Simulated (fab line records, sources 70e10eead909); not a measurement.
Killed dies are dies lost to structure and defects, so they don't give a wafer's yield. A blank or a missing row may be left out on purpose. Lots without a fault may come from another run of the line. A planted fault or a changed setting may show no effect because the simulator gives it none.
Problem report in the 8D (eight disciplines) form, filled by code | flow nand_harc | the parts of the form that need people (team, actions taken, sign-off) are left out

1. THE PROBLEM
raw_defect_count at NHARC_A_CONTACT_INSPECT_44 reads a mean of 332 on 6 wafers of 2 lots; wafers without a fault read 26 with a standard deviation of 14. That is +22 standard deviations from the usual mean.
First seen on wafer L278.3, day 20 00:59, on defect_inspect-02. The record holds 36 wafers of 12 lots with a number at this step. Rule for "out", or "out of limits": more than 4 standard deviations from the usual mean. The other wafers with a number count as sound.

2. WHAT IT IS AND WHAT IT IS NOT
question                    | is                                   | is not
which readings at this step | raw_defect_count                     | -
which lots                  | L278, L281                           | L264, L265, L268, L269, L270, L271, L274, L285, L286, L287
which wafers of those lots  | all that have a number               | -
read on which gauges        | defect_inspect-01, defect_inspect-02 | -
when                        | from day 20 00:59                    | up to then (21 sound wafers); but 9 sound wafers of L285, L286, L287 came after

3. SUSPECTS, AND WHAT RULES EACH OUT
Counting: a tool at a process step up to the reading stays a suspect if it ran every lot that is out and no sound lot after the first of them.
- the gauge at NHARC_A_CONTACT_INSPECT_44: ruled out. The wafers that are out were read on 2 gauges (defect_inspect-01, defect_inspect-02).
- acl_dep-02 at NHARC_A_CONTACT_DEP_28 (deposits aC, target thk 3600 nm): kept. It ran every lot that is out, first L278 (day 19 22:38), and no sound lot after that; its last sound lot up to then is L271 (day 17 17:49).
Left after counting: acl_dep-02 at NHARC_A_CONTACT_DEP_28.

4. THE CAUSE (what the simulator had put in)
Chamber particle source: acl_dep-02, from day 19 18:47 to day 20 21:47, at NHARC_A_CONTACT_DEP_28. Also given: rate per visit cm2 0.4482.
Counting left only this tool.

5. THE CHAIN OF EFFECTS, in route order
Each row: a reading whose mean over the struck wafers that have a number lies more than 3 standard deviations from the usual. Only readings for which the record gives a usual standard deviation are gone through. hours: the time from each lot's start at the first step in this table that gives one to its start at this step, as a median over the lots. sigmas: the change in usual standard deviations.
hours | step                       | reading          | usual | on struck wafers | change | sigmas
0     | NHARC_A_CONTACT_INSPECT_44 | raw_defect_count | 26    | 332              | +306   | +22
81    | NHARC_END_SORT_01          | killed_at_array  | 27    | 70               | +43    | +3.9
81    | NHARC_END_SORT_01          | killed_dies      | 30    | 72               | +42    | +3.8

6. WHAT WOULD HAVE CAUGHT IT SOONER
In this record the first reading out of limits at a measuring or inspecting step was taken at day 20 00:59, 6 hours after the fault began at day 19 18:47.
Of the tool readings at NHARC_A_CONTACT_DEP_28 for which the record gives a usual standard deviation, none was out on any struck wafer, so an alarm limit of 4 standard deviations on them would not have fired.
Of the lots that are out (2), L281 began NHARC_A_CONTACT_DEP_28 on acl_dep-02 after day 20 00:59. A hold on the tool at that time would have spared it.
